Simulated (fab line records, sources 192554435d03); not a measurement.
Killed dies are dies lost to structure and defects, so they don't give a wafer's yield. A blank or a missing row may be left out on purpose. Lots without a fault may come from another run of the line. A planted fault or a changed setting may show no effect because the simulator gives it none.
Problem report in the 8D (eight disciplines) form, filled by code | flow n5_finfet | the parts of the form that need people (team, actions taken, sign-off) are left out

1. THE PROBLEM
CJ_N at N5_BEOL_M4_RC_MEAS_101 reads a mean of 5.05 on 6 wafers of 2 lots; wafers without a fault read 4.32 with a standard deviation of 0.07. That is +10 standard deviations from the usual mean.
First seen on wafer L931.1, day 10 23:13, on prober-01. The record holds 12 wafers of 4 lots with a number at this step. Rule for "out", or "out of limits": more than 4 standard deviations from the usual mean. The other wafers with a number count as sound.

2. WHAT IT IS AND WHAT IT IS NOT
question                    | is                     | is not
which readings at this step | CJ_N                   | DIBL_N, DIBL_P, IOFF_N, IOFF_P, ION_N, ION_P, SS_N, SS_P, VT_N, VT_P
which lots                  | L931, L932             | L921, L941
which wafers of those lots  | all that have a number | -
read on which gauges        | prober-01, prober-02   | -
when                        | from day 10 23:13      | up to then (3 sound wafers); but 3 sound wafers of L941 came after

3. SUSPECTS, AND WHAT RULES EACH OUT
Counting: a tool at a process step up to the reading stays a suspect if it ran every lot that is out and no sound lot after the first of them.
- the gauge at N5_BEOL_M4_RC_MEAS_101: ruled out. The wafers that are out were read on 2 gauges (prober-01, prober-02).
- implanter-01 at N5_WELL_APT_IMPLANT_32: kept. It ran every lot that is out, first L931 (day 4 04:05), and no sound lot after that; its last sound lot up to then is L921 (day 1 15:19). Its own readings are out on those wafers: beam_energy_keV.
Left after counting: implanter-01 at N5_WELL_APT_IMPLANT_32.

4. THE CAUSE (what the simulator had put in)
Process parameter drift: implanter-01, from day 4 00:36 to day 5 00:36, at N5_WELL_APT_IMPLANT_32. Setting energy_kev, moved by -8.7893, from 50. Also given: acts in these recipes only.
Counting left only this tool.

5. THE CHAIN OF EFFECTS, in route order
Each row: a reading whose mean over the struck wafers that have a number lies more than 3 standard deviations from the usual. Only readings for which the record gives a usual standard deviation are gone through. hours: the time from each lot's start at the first step in this table that gives one to its start at this step, as a median over the lots. sigmas: the change in usual standard deviations.
hours | step                   | reading         | usual       | on struck wafers | change | sigmas
0     | N5_WELL_APT_IMPLANT_32 | beam_energy_keV | 50.001      | 41.213           | -8.788 | -99 or more
161   | N5_BEOL_M4_RC_MEAS_101 | CJ_N            | 4.32        | 5.05             | +0.73  | +10
161   | N5_BEOL_M4_RC_MEAS_101 | RS_PWELL        | 3004 ohm/sq | 3117             | +113   | +4.2
The process steps in it:
- N5_WELL_APT_IMPLANT_32

6. WHAT WOULD HAVE CAUGHT IT SOONER
In this record the first reading out of limits at a measuring or inspecting step was taken at day 10 23:13, 167 hours after the fault began at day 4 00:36.
The tool's own readings at N5_WELL_APT_IMPLANT_32 were out on every struck wafer that the step has a row for (beam_energy_keV): an alarm limit on them would have fired on the first of those.
All the lots that are out (2) had begun N5_WELL_APT_IMPLANT_32 on implanter-01 by day 10 23:13. A hold on the tool at that time would have spared none of them.
